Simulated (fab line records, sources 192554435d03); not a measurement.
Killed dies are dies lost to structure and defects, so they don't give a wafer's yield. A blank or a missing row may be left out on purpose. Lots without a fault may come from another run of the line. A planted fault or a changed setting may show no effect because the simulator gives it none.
A struck lot beside a sound one | flow n5_finfet | 16 steps out of a route of 1938
Sound: wafers L825.3, L825.5, L825.6. Struck: wafers L835.1, L835.2. The cause comes at the end.
At each step with rows: each side's tool, then ch and its chambers, then its first start. Under that, the readings that differ: sound wafers | struck wafers | difference of the means | sigmas: that difference in standard deviations of wafers without a fault.
alike: readings whose means differ by less than 2 such deviations, and words and numbers that are the same on both sides. not compared: withheld readings, readings that some wafer has no value for, bounds like >300 that may hide the same value, and numbers for which the record gives no deviation and whose values overlap.
The two part at a step that has a row with sigmas, a row that says differs or no value, or rows on one side only. Numbers that don't overlap but have no deviation are shown without sigmas and don't part them. A reading that every wafer of one side lacks parts them only if that side has two wafers or more.

first, 6 steps without rows for these wafers: N5_BEOL_M2_COAT_22 (resist thk 30 nm); N5_BEOL_M2_EBR_24; N5_BEOL_M2_SOFTBAKE_23 (time 60 s); N5_BEOL_M2_EXPOSE_25 (exposes mask V1, defocus 5 nm); N5_BEOL_M2_PEB_26 (peb time 60 s); N5_BEOL_M2_DEVELOP_27 (develop time 30 s).
N5_BEOL_M2_CD_MEAS_28: target cd 26.2 nm, target cd y 24.1 nm.
  sound on cd_sem-02 ch 0, day 8 17:04; struck on cd_sem-01 ch 0, day 11 03:19
  alike: cd_nm
N5_BEOL_M2_OVL_MEAS_29:
  sound on overlay-01 ch 0, day 8 17:07; struck on overlay-01 ch 0, day 11 03:21
  alike: V1_OVL
N5_BEOL_M2_INSPECT_30: inspects for defects (brightfield).
  sound on defect_inspect-01, day 8 17:09; struck on defect_inspect-01, day 11 03:24
  alike: raw_defect_count
N5_BEOL_M2_DESCUM_33: chemistry O2, time 7 s.
  sound on rie_diel-05 ch 1,2, day 8 17:11; struck on rie_diel-05 ch 1,3, day 11 03:54
  alike: bias_power_w, drypump_motor_current_A, oes_product_au, rf_vpp_V, showerhead_plenum_p_Torr, throttle_valve_pct
  not compared: rf_hours_counter_h
N5_BEOL_M2_ETCH_77: etches underlayer in N2/H2, target depth 6.5 nm, time 5.2 s.
  sound on rie_diel-05 ch 1,2, day 8 17:13; struck on rie_diel-05 ch 1,3, day 11 03:56
  alike: drypump_motor_current_A, etch_rf_on_time_s, h2_flow_sccm, oes_product_au, rf_vpp_V, showerhead_plenum_p_Torr, throttle_valve_pct
  not compared: rf_hours_counter_h
N5_BEOL_M2_ETCH_69: etches SiARC in CF4, target depth 15.6 nm, time 26 s.
  sound on rie_diel-05 ch 1,2, day 8 17:14; struck on rie_diel-05 ch 1,3, day 11 03:57
  alike: drypump_motor_current_A, etch_rf_on_time_s, oes_product_au, rf_vpp_V, showerhead_plenum_p_Torr, throttle_valve_pct
  not compared: rf_hours_counter_h
N5_BEOL_M2_ALD_98: deposits SiO2, target thk 2.5 nm, pulse time 1 s, co reactant pulse time 1 s.
  sound on ald_sin-04 ch 2,3, day 8 18:01; struck on ald_sin-04 ch 0,2, day 11 04:02
  reading    | sound    | struck | difference | sigmas
  ald_cycles | 17 17 17 | 16 16  | -1         |
  alike: heater_power_w, precursor_pulse_height_rel
N5_BEOL_M2_ETCHBACK_99: etches SiO2 in CHF3, target depth 5 nm, time 10.4 s.
  sound on rie_diel-03 ch 0,1, day 9 00:03; struck on rie_diel-03 ch 0,2, day 11 17:21
  alike: drypump_motor_current_A, oes_product_au, rf_vpp_V, showerhead_plenum_p_Torr, throttle_valve_pct
  not compared: rf_hours_counter_h
N5_BEOL_M4_RC_MEAS_101:
  sound on prober-01 ch 0, day 10 04:08; struck on prober-01 ch 0, day 12 22:38
  reading   | sound          | struck    | difference | sigmas
  VT_P (mV) | -258 -257 -258 | -250 -247 | +9         | +3
  alike: DIBL_N, DIBL_P, IOFF_N, IOFF_P, ION_N, ION_P, SS_N, SS_P, VT_N
-- the record jumps here: 5 days lie between the struck wafers' starts before and after (it left off in module BEOL_M4 and takes up again in module PASSIVATION, whose first step shown is number 1936 of the route) --
N5_PASSIVATION_PROBE_49:
  sound on prober-01, day 14 21:03; struck on prober-02, day 17 14:58
  alike: defect_limited_yield, killed_at_M0_to_M3, killed_at_M4_up, killed_at_contacts, killed_at_front_end, killed_at_other, killed_dies, killed_on_rim, killed_open, killed_short, sort_bin_4_leakage, sort_bin_5_function, sort_bin_6_memory, sort_n_pass, sort_yield_pct

WHERE THEY PART
Only at N5_BEOL_M4_RC_MEAS_101, within this record. Later steps at which nothing parts them and some readings are alike: N5_PASSIVATION_PROBE_49.

WHY: what the simulator had put in
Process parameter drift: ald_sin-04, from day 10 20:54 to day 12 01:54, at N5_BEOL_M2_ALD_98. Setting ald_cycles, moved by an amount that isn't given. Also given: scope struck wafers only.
